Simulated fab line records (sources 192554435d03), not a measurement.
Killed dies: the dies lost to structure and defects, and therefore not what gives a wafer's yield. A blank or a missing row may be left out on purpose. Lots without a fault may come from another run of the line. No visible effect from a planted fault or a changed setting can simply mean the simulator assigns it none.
fab line records | flow n5Finfet
record lots=6 wafers=18 lastDay=18
route steps=1938 shown HKMG_FIN@445 GATE_CUT@465 PASSIVATION@1936
lots that met no fault: from a run of the same line without faults
startH: the number of hours between the record's first day and the start of the first shown wafer of the lot | waitH: how many hours have passed since the lot's step before this one | " identical to the entry in the row above | L1.1+2: a row that stands for several wafers | - value missing, or start not given | * or withheld: withheld | < > ~ a bound
route shown NAME@n: a module of which the file shows steps, and the number in the route of the first | usual: the fault-free wafers' mean and standard deviation | same: alike in all rows | chamber/n: place in a boat | sites: readings site by site | _std_site: the standard deviation of these | _edge_site: inner sites' mean taken away from outer sites' mean | radiusMm: how far each site lies from the wafer's centre | mask NAME#n: copy n | behind: the most recent tool/chamber to have shaped the wafer | hold: what put the lot on hold/how long, in hours/how the hold closed | device: the transistor (n, p or np) that didn't switch | end of line: the route-end tests of the same wafers | a step without rows: its recipe alone | killed: dies that structure and defects cost at the first sort, which is not the same as the wafer's yield | map: shows each die of a wafer: x if killed, . if not, _ if none is there
set.NAME: the setting that was run; set.NAME@STEP: the one run at that earlier step | model.NAME: the simulator's own value behind a step, which no gauge read
lots at some steps of the route; a table a step, a row a wafer
services: from which hour (startH, from the record's first day; less than 0 if before it) a tool's chamber was out of use, for how many hours, and why
## steps
# step N5_HKMG_FIN_STRIP_89
# recipe chemistry=N2/H2 material=SOC timeS=20 powerW=500 tempC=40 pressureMtorr=50 rfFrequencyHz=6e+07 biasPowerW=8 h2Frac=0.5 n2FlowSccm=300 h2FlowSccm=300
# step N5_HKMG_FIN_WET_ETCH_87
# recipe chemistry=SC1 target=TiN mix=1:2:40 tempC=50 timeS=154.2 targetDepthNm=4.7 dry=ipaMarangoni rinseTimeS=30 rinseTempC=23
# step N5_HKMG_FIN_STRIP_88
# recipe chemistry=N2/H2 powerW=2500 tempC=300 h2Frac=0.65 timeS=360 pressureMtorr=withheld n2FlowSccm=1750 h2FlowSccm=3250
# step N5_HKMG_FIN_NWFM_ALD_20
# recipe material=TiAlC targetThkA=20 tempC=300 aldPrecursorFamily=TiCl4 aldCoReactant=TEA pulseTimeS=3 purgeTimeS=2 coReactantPurgeTimeS=2 coReactantPulseTimeS=10 aldCycles=7 pressureTorr=3
# usual heaterPowerW=488/56 precursorPulseHeightRel=1.000/0.02
# same coReactantPurgeTimeS=2
# columns lot.wafer tool chamber startH waitH heaterPowerW precursorPulseHeightRel
L329.2 aldMetal-04 3 101.70 0.3 420 0.979
L329.4 " 3 " " 409 0.982
L329.6 " 1 " " 540 0.977
L333.1 aldMetal-03 2 124.58 0.3 523 0.998
L333.5 " 2 " " 515 0.979
L333.6 " 1 " " 559 1.019
L336.1 aldMetal-03 0 148.04 0.3 427 1.036
L336.3 " 1 " " 558 1.016
L336.5 " 1 " " 547 0.998
L338.4 aldMetal-02 3 162.72 0.1 443 0.990
L338.5 " 3 " " 441 1.037
L338.6 " 0 " " 502 1.011
L343.1 aldMetal-02 1 189.24 0.3 444 1.002
L343.3 " 2 " " 597 0.995
L343.5 " 3 " " 430 1.034
L346.1 aldMetal-03 1 206.46 0.3 563 1.004
L346.3 " 0 " " 429 1.007
L346.4 " 2 " " 521 0.973
# step N5_HKMG_FIN_ALD_71
# recipe material=TiN targetThkA=10 tempC=400 aldPrecursorFamily=TiCl4 aldCoReactant=NH3 pulseTimeS=1 purgeTimeS=3 coReactantPurgeTimeS=2 coReactantPulseTimeS=2 aldCycles=47 pressureTorr=3
# step N5_HKMG_FIN_COAT_66
# recipe resist=SOC tempC=250 timeS=60 spinRpm=1500 resistThkNm=300
# step N5_HKMG_FIN_ETCH_67
# recipe chemistry=N2/H2 target=SOC targetDepthA=3889 stopOn=TiN ionEnergyEv=100 biasW=61 pressureMtorr=30 sourceW=850 n2FlowSccm=200 h2FlowSccm=200
# step N5_HKMG_FIN_STRIP_90
# recipe chemistry=N2/H2 material=SOC timeS=20 powerW=500 tempC=40 pressureMtorr=50 rfFrequencyHz=6e+07 biasPowerW=8 h2Frac=0.5 n2FlowSccm=300 h2FlowSccm=300
# usual drypumpMotorCurrentA=5.9/0.43 h2FlowSccm=300.1/1 oesProductAu=0.81/0.091 rfVppV=54.3/0.82 showerheadPlenumPTorr=3.35/0.13 tempC=39.99/0.11 throttleValvePct=19.0/0.38
# columns lot.wafer tool chamber startH waitH drypumpMotorCurrentA h2FlowSccm oesProductAu rfHoursCounterH rfVppV showerheadPlenumPTorr tempC throttleValvePct
L329.2 rieDiel-03 0 102.26 0.0 5.7 299.9 0.72 210 54.4 3.17 39.94 19.2
L329.4 " 3 " " 5.4 300.1 0.92 11 54.1 3.58 40.15 18.7
L329.6 " 3 " " 5.5 300.2 0.91 - 54.7 3.58 40.06 18.7
L333.1 rieDiel-02 3 125.16 0.0 6.4 300.1 0.92 21 54.5 3.45 40.04 19.3
L333.5 " 2 " " 6.0 298.7 0.83 - 55.6 3.52 40.01 18.8
L333.6 " 1 " " 6.2 299.7 0.69 - 53.3 3.19 39.93 19.2
L336.1 rieDiel-03 2 148.56 0.0 5.1 301.7 0.71 181 54.9 3.36 40.03 19.7
L336.3 " 1 " " 5.9 298.7 0.86 39 53.8 3.40 40.07 18.8
L336.5 " 1 " " 5.9 299.1 0.87 - 54.2 3.40 39.93 18.8
L338.4 rieDiel-03 3 163.35 0.0 5.4 299.9 0.86 36 54.5 3.57 39.90 18.7
L338.5 " 2 " " 5.1 299.6 0.69 - 54.1 3.36 40.03 19.7
L338.6 " 1 " " 5.9 300.0 0.86 - 53.9 3.39 39.80 18.8
L343.1 rieDiel-02 2 190.04 0.0 6.0 298.4 0.80 138 55.4 3.50 39.82 18.9
L343.3 " 1 " " 6.2 301.4 0.92 13 54.3 3.59 40.11 18.8
L343.5 " 0 " " 6.4 298.4 0.71 - 54.4 3.21 40.19 19.4
L346.1 rieDiel-04 0 206.97 0.0 6.3 299.5 0.93 20 54.3 3.28 39.96 18.6
L346.3 " 1 " " 6.3 300.5 0.89 50 54.6 3.41 39.88 18.8
L346.4 " 2 " " 6.3 299.1 0.71 212 54.0 3.19 40.04 19.2
# step N5_HKMG_FIN_WET_ETCH_73
# recipe chemistry=SC1 mix=1:2:40 tempC=50 timeS=42.3 targetDepthNm=1.3 dry=ipaMarangoni rinseTimeS=30 rinseTempC=23
# step N5_HKMG_FIN_ETCHBACK_68
# recipe chemistry=Cl2/Ar stopOn=HfO2 targetDepthA=5 pressureMtorr=10 icpW=600 biasW=60 Cl2_flow_sccm=40 Ar_flow_sccm=60
# step N5_HKMG_FIN_STRIP_69
# recipe chemistry=N2/H2 powerW=2500 tempC=300 h2Frac=0.65 timeS=360 pressureMtorr=withheld n2FlowSccm=1750 h2FlowSccm=3250
# step N5_HKMG_FIN_ALD_21
# recipe material=TiN targetThkA=15 tempC=400 aldPrecursorFamily=TiCl4 aldCoReactant=NH3 pulseTimeS=1 purgeTimeS=3 coReactantPurgeTimeS=2 coReactantPulseTimeS=2 aldCycles=68 pressureTorr=3
# step N5_HKMG_FIN_ALD_72
# recipe material=W targetThkA=20 tempC=300 pressureTorr=7.5 aldPrecursorFamily=WF6 aldCoReactant=B2H6 pulseTimeS=1 purgeTimeS=2 coReactantPurgeTimeS=2 coReactantPulseTimeS=3 aldCycles=7
# usual heaterPowerW=504/38 precursorPulseHeightRel=1.000/0.022
# same coReactantPurgeTimeS=2
# columns lot.wafer tool chamber startH waitH heaterPowerW precursorPulseHeightRel
L329.2 cvdW-02 1 103.30 0.2 530 1.025
L329.4 " 0 " " 523 0.999
L329.6 " 1 " " 533 0.994
L333.1 cvdW-02 1 126.20 0.2 530 0.980
L333.5 " 0 " " 521 1.026
L333.6 " 1 " " 548 1.027
L336.1 cvdW-01 1 149.62 0.2 531 0.989
L336.3 " 0 " " 448 0.981
L336.5 " 0 " " 443 0.988
L338.4 cvdW-02 0 164.41 0.0 541 0.997
L338.5 " 1 " " 546 0.965
L338.6 " 0 " " 533 1.029
L343.1 cvdW-02 0 191.08 0.2 529 0.974
L343.3 " 0 " " 546 0.987
L343.5 " 0 " " 531 1.032
L346.1 cvdW-02 1 208.02 0.2 548 1.025
L346.3 " 1 " " 539 0.986
L346.4 " 0 " " 544 1.001
# step N5_HKMG_FIN_W_FILL_22
# recipe material=W targetThkA=600 tempC=400 pressureTorr=39.4 timeS=18.2
# step N5_HKMG_FIN_PRECLEAN_83
# recipe chemistry=DIW timeS=57.5 tempC=23
# step N5_HKMG_FIN_SRD_84
# recipe dryTimeS=32 dry=n2Spin spinRpm=1500
# step N5_HKMG_FIN_CMP_23
# recipe stopOn=SiNx tOverpolishS=10 postCmpClean=rinseOnly downForcePsi=4 platenRpm=50.289 padVelocityMS=1.0006 targetThkNm=46.326
# step N5_HKMG_FIN_CMP_94
# recipe stopOn=SiNx postCmpClean=wDiluteNh4oh tOverpolishS=4.7 downForcePsi=4 platenRpm=50.289 padVelocityMS=1.0006 targetThkNm=43.299
# step N5_GATE_CUT_ETCHBACK_00
# recipe chemistry=SF6/Cl2 target=W pressureMtorr=8 icpW=900 biasW=80 SF6_flow_sccm=40 Cl2_flow_sccm=60
# step N5_GATE_CUT_ETCH_56
# recipe chemistry=Cl2/Ar target=TiN targetDepthA=216 pressureMtorr=10 icpW=600 biasW=60 Cl2_flow_sccm=40 Ar_flow_sccm=60
# usual drypumpMotorCurrentA=5.8/0.32 oesProductAu=0.79/0.12 throttleValvePct=20.74/0.28
# columns lot.wafer tool chamber startH waitH drypumpMotorCurrentA oesProductAu rfHoursCounterH throttleValvePct
L329.2 rieMetal-02 0 105.30 0.1 5.9 0.81 25 20.36
L329.4 " 1 " " 5.6 0.94 - 20.58
L329.6 " 0 " " 5.9 0.81 - 20.37
L333.1 rieMetal-02 1 127.24 0.1 5.6 0.94 3 20.58
L333.5 " 1 " " 5.6 0.94 - 20.59
L333.6 " 0 " " 5.9 0.81 - 20.37
L336.1 rieMetal-02 0 150.65 0.1 5.9 0.81 29 20.36
L336.3 " 1 " " 5.6 0.92 - 20.58
L336.5 " 1 " " 5.6 0.92 - 20.59
L338.4 rieMetal-03 0 165.46 0.1 6.0 0.87 - 20.87
L338.5 " 0 " " 6.0 0.87 - 20.88
L338.6 " 1 " " 6.2 0.61 - 20.96
L343.1 rieMetal-03 1 192.12 0.1 6.1 0.61 129 20.96
L343.3 " 0 " " 6.0 0.86 - 20.89
L343.5 " 0 " " 6.0 0.86 - 20.89
L346.1 rieMetal-02 1 209.06 0.1 5.7 0.89 11 20.58
L346.3 " 1 " " 5.6 0.90 - 20.58
L346.4 " 0 " " 5.9 0.79 - 20.37
# step N5_GATE_CUT_ETCHBACK_30
# recipe chemistry=Cl2/Ar target=TiN targetDepthA=30 mode=isotropic pressureMtorr=10 icpW=600 biasW=60 Cl2_flow_sccm=40 Ar_flow_sccm=60
# step N5_GATE_CUT_VAPOR_ETCH_60
# recipe chemistry=BCl3/Cl2 target=HfO2 mode=isotropic
# step N5_GATE_CUT_ETCH_58
# recipe chemistry=CH3F/O2 target=SiNx targetDepthA=170 timeS=128.6 ionEnergyEv=50 pressureMtorr=30 sourceW=415 biasW=21 Ar_flow_sccm=150 CH3F_flow_sccm=30 O2_flow_sccm=20
# step N5_GATE_CUT_STRIP_59
# recipe chemistry=N2/H2 timeS=20 powerW=100 tempC=40 pressureMtorr=100 rfFrequencyHz=6e+07 biasPowerW=3 n2FlowSccm=300 h2FlowSccm=300
# usual drypumpMotorCurrentA=5.7/0.72 h2FlowSccm=300.0/0.86 oesProductAu=0.76/0.077 rfVppV=45.3/0.98 showerheadPlenumPTorr=3.38/0.13 tempC=39.98/0.11 throttleValvePct=12.31/0.21
# columns lot.wafer tool chamber startH waitH drypumpMotorCurrentA h2FlowSccm oesProductAu rfHoursCounterH rfVppV showerheadPlenumPTorr tempC throttleValvePct
L329.2 rieDiel-06 3 105.57 0.1 5.5 299.2 0.76 153 46.0 3.37 39.80 12.35
L329.4 " 1 " " 5.4 299.7 0.74 167 44.4 3.35 40.26 12.28
L329.6 " 3 " " 5.5 299.7 0.75 - 45.2 3.37 39.94 12.34
L333.1 rieDiel-05 2 127.52 0.1 5.3 299.5 0.72 194 45.6 3.49 39.96 12.29
L333.5 " 1 " " 6.7 300.5 0.76 - 44.8 3.24 40.04 12.30
L333.6 " 2 " " 5.3 299.9 0.72 - 46.4 3.49 39.94 12.28
L336.1 rieDiel-05 1 150.93 0.1 6.7 301.2 0.74 149 44.2 3.23 40.17 12.31
L336.3 " 3 " " 5.0 300.7 0.97 8 45.2 3.61 40.02 12.04
L336.5 " 1 " " 6.7 300.3 0.74 - 45.7 3.23 40.19 12.33
L338.4 rieDiel-06 2 165.70 0.1 6.5 299.3 0.93 5 42.6 3.33 39.92 11.79
L338.5 " 0 " " 6.4 298.6 0.82 - 46.7 3.56 40.02 11.92
L338.6 " 1 " " 5.4 300.5 0.73 - 44.8 3.34 40.12 12.31
L343.1 rieDiel-05 0 192.43 0.1 6.7 300.5 0.68 210 44.8 3.19 39.74 12.65
L343.3 " 1 " " 6.7 299.4 0.72 166 46.0 3.22 39.93 12.37
L343.5 " 3 " " 5.0 299.7 0.91 - 46.2 3.60 40.05 12.07
L346.1 rieDiel-06 1 209.33 0.1 5.4 300.3 0.73 191 43.3 3.34 40.27 12.33
L346.3 " 3 " " 5.5 299.9 0.74 180 45.3 3.36 39.92 12.40
L346.4 " 2 " " 6.5 296.5 0.91 9 44.5 3.32 39.89 11.76
# step N5_GATE_CUT_PRECLEAN_31
# recipe tempC=23 chemistry=DIW timeS=300
# step N5_GATE_CUT_SRD_32
# recipe timeS=30 tempC=23 rinseLiquid=diw dry=ipaMarangoni
# step N5_GATE_CUT_SAC_CAP_01
# recipe material=SiNx targetThkA=240 tempC=400 aldPrecursorFamily=SiH2I2 aldCoReactant=N2/H2-plasma pulseTimeS=1 aldCycles=480 purgeTimeS=2 coReactantPurgeTimeS=2 pressureTorr=2
# usual heaterPowerW=834/91 precursorPulseHeightRel=1.002/0.019
# same coReactantPurgeTimeS=2
# columns lot.wafer tool chamber startH waitH heaterPowerW precursorPulseHeightRel
L329.2 aldSin-02 1 105.80 0.0 798 0.979
L329.4 " 0 " " 893 0.995
L329.6 " 1 106.88 1.1 793 0.978
L333.1 aldSin-03 0 127.73 0.0 936 0.989
L333.5 " 2 128.82 1.1 678 1.003
L333.6 " 1 " " 750 0.954
L336.1 aldSin-03 3 151.31 0.2 817 1.000
L336.3 " 1 " " 738 0.985
L336.5 " 1 152.39 1.3 748 0.989
L338.4 aldSin-03 2 165.91 0.0 672 1.032
L338.5 " 2 167.00 1.1 694 0.997
L338.6 " 3 " " 850 1.020
L343.1 aldSin-04 0 192.77 0.0 784 1.003
L343.3 " 3 " " 945 0.998
L343.5 " 3 193.85 1.1 971 1.008
L346.1 aldSin-04 1 209.66 0.1 799 1.006
L346.3 " 3 " " 935 0.994
L346.4 " 2 " " 960 1.026
# step N5_GATE_CUT_PECVD_57
# recipe material=SiNx targetThkA=210 tempC=400 precursor=SiH4/NH3/N2 pressureTorr=1.5 rfW=300
# step N5_GATE_CUT_CMP_02
# recipe stopOn=SiO2 tOverpolishS=12.7 postCmpClean=alkalineBrush downForcePsi=2.5 platenRpm=51.8 padVelocityMS=1.0307 targetThkNm=0
# step N5_GATE_CUT_HM_DEP_46
# recipe material=SiO2 targetThkA=1300 tempC=400 precursor=TEOS/O2 pressureTorr=6.5 rfW=900 teosFlowSccm=161.4 gas=O2 flowSccm=2650 timeS=26.6
# step N5_GATE_CUT_COAT_34
# recipe resist=SOC tempC=250 timeS=60 spinRpm=1500 resistThkNm=60
# step N5_GATE_CUT_COAT_35
# recipe resist=SiARC tempC=220 timeS=60 spinRpm=1500 resistThkNm=10
# step N5_GATE_CUT_COAT_27
# recipe resist=underlayer tempC=205 timeS=60 spinRpm=1500 resistThkNm=10
# step N5_GATE_CUT_COAT_07
# recipe resist=CAR-EUV spinRpm=1500 resistThkNm=30
# step N5_GATE_CUT_EBR_09
# recipe solvent=PGMEA ebrWidthMm=1.5
# step N5_GATE_CUT_SOFTBAKE_08
# recipe tempC=110 timeS=60 resist=CAR-EUV
# step N5_GATE_CUT_EXPOSE_10
# recipe maskId=GATE_CUT na=0.33 sourceShape=annular sigmaInner=0.35 sigmaOuter=0.8 polarization=unpolarized targetCdNm=20 doseMj=43.25
# step N5_GATE_CUT_PEB_11
# recipe pebTempC=100 pebTimeS=60 resist=CAR-EUV
# step N5_GATE_CUT_DEVELOP_12
# recipe developTimeS=30 developer=TMAH resist=CAR-EUV rinseLiquid=surfactantRinse dry=airSpin devTempC=23
# step N5_PASSIVATION_PROBE_49
# usual defectLimitedYield=91.0/1.5 killed_at_M0_to_M3=32/9.6 killed_at_M4_up=13/4.7 killedAtContacts=13/7.2 killedAtFrontEnd=44/13 killedAtOther=4/3.4 killedDies=106/18 killedOpen=70/13 killedShort=35/8 sort_bin_5_function=5.3/0.97 sort_bin_6_memory=3.4/0.73 sortNPass=1074/18 sortYieldPct=91.0/1.5
# same grossDies=1180 killedAtBackSide=0 sort_bin_4_leakage[%]=0 sort_bin_8_speed[%]=0
# columns lot.wafer tool chamber startH waitH defectLimitedYield[%] killed_at_M0_to_M3 killed_at_M4_up killedAtContacts killedAtFrontEnd killedAtOther killedDies killedOpen killedShort sort_bin_5_function[%] sort_bin_6_memory[%] sortNPass sortYieldPct[%]
L346.4 prober-02 - 392.82 0.2 82.1 24 16 2 165 4 211 70 24 11.4 4.6 969 82.1
L336.1 prober-01 - 402.40 0.0 89.4 44 12 5 63 1 125 82 40 6.2 3.9 1055 89.4
L336.3 prober-01 - 402.50 0.1 86.1 53 16 18 73 4 164 104 58 7.8 5.6 1016 86.1
L336.5 prober-01 - 402.60 0.2 87.3 39 9 8 92 2 150 103 46 7.5 4.8 1030 87.3
L343.1 prober-01 - 420.81 0.0 83.6 26 6 17 138 7 194 55 27 10.4 3.8 986 83.6
L343.3 prober-01 - 420.91 0.1 81.9 52 13 18 126 5 214 72 39 12.2 4.2 966 81.9
L343.5 prober-01 - 421.01 0.2 83.4 47 4 11 129 5 196 57 35 10.0 4.4 984 83.4
# killed by level:class
L346.4 HKMG_FIN:unspecified=112 STI_FIN_REVEAL:geometricParticle:open=18 FIN_SAQP:geometricParticle:short=9 FIN_SAQP:geometricParticle:open=9 BEOL_M0_SAQP:geometricParticle:open=7 BEOL_M4:geometricParticle:open=6 BEOL_M2:geometricParticle:open=5 BEOL_M3:geometricParticle:open=5
L336.1 FIN_SAQP:geometricParticle:open=20 BEOL_M0_SAQP:geometricParticle:open=15 STI_FIN_REVEAL:geometricParticle:open=12 BEOL_M0_SAQP:geometricParticle:short=12 DUMMY_GATE:geometricParticle:open=7 FIN_SAQP:geometricParticle:short=5 STI_FIN_REVEAL:geometricParticle:short=4 MOL_CONTACT_COAG:geometricParticle:open=4
L336.3 FIN_SAQP:geometricParticle:open=19 STI_FIN_REVEAL:geometricParticle:open=18 BEOL_M0_SAQP:geometricParticle:short=17 BEOL_M0_SAQP:geometricParticle:open=13 MOL_CONTACT_COAG:geometricParticle:open=13 FIN_SAQP:geometricParticle:short=10 BEOL_M0:geometricParticle:open=8 GATE_CUT:geometricParticle:short=7
L336.5 FIN_SAQP:geometricParticle:open=29 STI_FIN_REVEAL:geometricParticle:open=18 FIN_SAQP:geometricParticle:short=14 DUMMY_GATE:geometricParticle:open=13 BEOL_M0_SAQP:geometricParticle:open=12 BEOL_M0_SAQP:geometricParticle:short=12 MOL_CONTACT_COAG:geometricParticle:open=7 BEOL_M1:geometricParticle:open=7
L343.1 HKMG_FIN:unspecified=112 MOL_CONTACT_COAG:geometricParticle:open=12 FIN_SAQP:geometricParticle:open=10 BEOL_M3:geometricParticle:open=9 BEOL_M0_SAQP:geometricParticle:short=6 FIN_SAQP:geometricParticle:short=5 MOL_CONTACT_COAG:geometricParticle:short=5 BEOL_M0_SAQP:geometricParticle:open=5
L343.3 HKMG_FIN:unspecified=99 BEOL_M0_SAQP:geometricParticle:open=17 BEOL_M3:geometricParticle:open=14 MOL_CONTACT_COAG:geometricParticle:open=11 FIN_SAQP:geometricParticle:open=7 MOL_CONTACT_COAG:geometricParticle:short=6 BEOL_M4:geometricParticle:open=6 BEOL_M1:geometricParticle:short=5
L343.5 HKMG_FIN:unspecified=103 BEOL_M3:geometricParticle:open=19 BEOL_M0_SAQP:geometricParticle:short=15 MOL_CONTACT_COAG:geometricParticle:open=7 BEOL_M0_SAQP:geometricParticle:open=7 FIN_SAQP:geometricParticle:open=5 FIN_SAQP:geometricParticle:short=5 GATE_CUT:geometricParticle:open=5
# map L343.3 (x killed, . not)
_________________.x..........________________
______________....x.........x..._____________
___________..x....................x__________
__________x.........x..............._________
________.................x......x.xx.._______
_______............................x...______
______..x....x..........x.x.x..x.......x_____
_____...........x......x....x.....x.....x____
____..x.x........x....................x...___
___........................x.......x..xx...__
___...................x.......x.xxx........__
__....x......................x.xxx...x..x..._
__....xx.....x............x..xx.xxx.x.x.x..x_
_..........................xxxxxxxxxx.x......
_...x.................x...xx.xxxxxxxxxxx...x.
_.........x..x...........xxxxxxxxxxxxxxx.....
_....x.................x..xxxxxxxxxxxx....x..
_....x......x......x.....xxxxxxxxxxxxx...xx.x
_..........x.x.x.......x.....xxxxxxxxxx......
_.x.x..................x.....xxxxx.xx........
_x...................x.....x.xxx.x..x.x.....x
__.....x.....................xx.........x..._
__...........x..........x................x.._
___.....x....................x.xx......x...__
___.....x...x.x............x..x.x.....x....__
____.....x..............x..............x..___
_____......x.....x......................x____
______...x..x....................x.x...._____
_______x.x..........x......xx..........______
________.....................x........_______
__________....x.x..................._________
___________..x...x..........x......__________
______________........x..xx.x..._____________
_________________.......x....________________
# map L346.4 (x killed, . not)
_________________..x.....x...________________
______________.................._____________
___________..x..........x.x..x.....__________
__________......................x..._________
________.xx..x....xx.................._______
_______...x.........x..................______
______...................x.............._____
_____....x.x..x..........x..............x____
____.............x.............x........x.___
___..x..x..................x.....x.xx......__
___......x...................xxx.x.........__
__...x................x...x.xxxxx.....x.x..._
__........................xxxxxxxx.x..x....x_
_......................x....xxxxxxxx.x......x
_x.....x................x.xxxxxxxxxxxxx......
_..........x.........x...xxxxxxxxxxxxx..x....
_.............x.........xxxxxxxxxxxxxxx.x....
_........................x..xxxxxxxxxxx......
_.......xx.....x...x.......xxxxxxxxxx.xx.....
_.........x................xxxxxxxx.x......x.
_.....x..x............x.....x.xxxxxxx........
__..x...................x...x.....xx....x..._
__.......x..x................x..x...x......._
___...........x.......x......x.............__
___......................x.x.......x.x.....__
____...xx..........x..................x..x___
_____......x..x.....xx.........x.x....x..____
______.....x..xx.x..............x......._____
_______................x..x..x.....x...______
________.....................x........_______
__________....x....................._________
___________...x..x.................__________
______________....x............._____________
_________________...x.....x..________________
## services
# columns tool chamber startH hours kind
rieDiel-06 - 78.44 14.6 pm
aldMetal-03 3 79.87 6.0 repair
aldSin-03 - 85.52 14.0 pm
aldMetal-04 2 87.83 31.6 repair
rieDiel-04 1 98.25 7.9 repair
rieDiel-04 - 101.94 0.2 repair
rieDiel-03 2 103.38 6.4 repair
rieDiel-03 0 107.48 11.9 repair
aldSin-03 - 111.24 6.0 pm
rieMetal-02 - 144.10 1.1 repair
aldSin-03 - 157.30 0.3 repair
aldMetal-03 - 161.14 1.1 repair
rieDiel-02 1 162.01 21.4 repair
rieMetal-02 - 165.01 0.2 repair
rieDiel-05 2 167.42 14.2 repair
rieDiel-06 - 168.33 28.1 pm
aldSin-04 3 173.31 5.0 repair
rieDiel-02 3 179.16 26.0 repair
aldMetal-02 0 184.41 9.5 repair
cvdW-02 - 184.94 1.7 repair
rieMetal-03 1 192.54 5.3 repair
cvdW-02 0 199.00 2.3 repair
rieMetal-03 - 204.44 0.5 repair
rieMetal-02 - 205.98 2.8 pm
## key
firstSign step=N5_PASSIVATION_PROBE_49 reading=killedAtFrontEnd direction=up sigmas=7.1 usual=44 struck=140
effect step=N5_PASSIVATION_PROBE_49 reading=killedDies direction=up sigmas=5.4 usual=106 struck=204
moreKillsBornAt N5_HKMG_FIN_ALD_72@cvdW-02=426
metAt N5_HKMG_FIN_ALD_72
struckWafers L343.1,L343.3,L343.5,L346.4
onsetBetween 164.41 191.08
fault kind=chamberParticleSource tool=cvdW-02 chamber=0 onsetH=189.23 steps=N5_HKMG_FIN_ALD_72 ratePerVisitCm2=0.5755 endH=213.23
